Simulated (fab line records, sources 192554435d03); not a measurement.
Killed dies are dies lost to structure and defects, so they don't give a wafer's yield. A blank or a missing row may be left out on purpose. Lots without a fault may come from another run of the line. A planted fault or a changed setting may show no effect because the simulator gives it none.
Chamber matching | flow n5_finfet | N5_MOL_CONTACT_COAG_ETCH_105 on rie_diel-06: 4 sister chambers
The step etches SiARC in CF4, target depth 15.6 nm, time 26 s. 14 wafers are shown with their chamber, then 7 later ones without.

WAFERS WITH THEIR CHAMBER
wafer  | chamber | throttle_valve_pct (%) | drypump_motor_current_A (A) | oes_product_au (a.u.)
L074.1 | 1       | 15.73                  | 5.9                         | 0.66
L074.2 | 3       | 15.67                  | 6.2                         | 0.67
L074.6 | 1       | 15.73                  | 6.0                         | 0.66
L079.2 | 3       | 15.67                  | 6.2                         | 0.66
L079.4 | 1       | 15.74                  | 6.0                         | 0.65
L079.5 | 3       | 15.67                  | 6.2                         | 0.66
L081.1 | 0       | 15.42                  | 5.8                         | 0.86
L081.3 | 3       | 15.68                  | 6.2                         | 0.66
L081.5 | 1       | 15.76                  | 6.0                         | 0.64
L083.2 | 1       | 15.79                  | 6.0                         | 0.64
L083.5 | 1       | 15.77                  | 6.0                         | 0.64
L083.6 | 3       | 15.70                  | 6.2                         | 0.65
L086.1 | 0       | 15.47                  | 5.8                         | 0.81
L086.2 | 2       | 15.12                  | 5.9                         | 0.84

SIGNATURES (means of the wafers above)
reading                 | chamber 0 | chamber 1 | chamber 2 | chamber 3 | scatter within a chamber
throttle_valve_pct      | 15.4450   | 15.7533   | 15.1200   | 15.6780   | 0.0221
drypump_motor_current_A | 5.800     | 5.983     | 5.900     | 6.200     | 0.0289
oes_product_au          | 0.8350    | 0.6483    | 0.8400    | 0.6600    | 0.0139
Rule: a wafer's distance from a chamber is the root of the sum, over the readings, of the square of ((its reading less the chamber's mean) divided by the reading's scatter). The wafer belongs to the nearest chamber; if the next one is less than 2 further off, it can't be placed. The scatter: the root of (the sum of the squares of (reading less its chamber's mean) over the shown wafers, divided by (wafers less chambers)).

WAFERS WITHOUT THEIR CHAMBER
wafer  | throttle_valve_pct (%) | drypump_motor_current_A (A) | oes_product_au (a.u.)
L086.3 | 15.79                  | 6.0                         | 0.63
L090.3 | 15.14                  | 5.9                         | 0.82
L090.5 | 15.15                  | 5.9                         | 0.81
L090.6 | 15.71                  | 6.2                         | 0.65
L092.2 | 15.80                  | 6.0                         | 0.62
L092.3 | 15.72                  | 6.2                         | 0.64
L092.5 | 15.48                  | 5.8                         | 0.77

WHICH CHAMBER EACH WENT THROUGH
wafer  | from the rows above | in truth
L086.3 | 1                   | 1
L090.3 | 2                   | 2
L090.5 | 2                   | 2
L090.6 | 3                   | 3
L092.2 | 1                   | 1
L092.3 | 3                   | 3
L092.5 | 0                   | 0
Placed correctly: 7 of 7. Can't be placed from these rows: 0. Placed wrongly: 0.
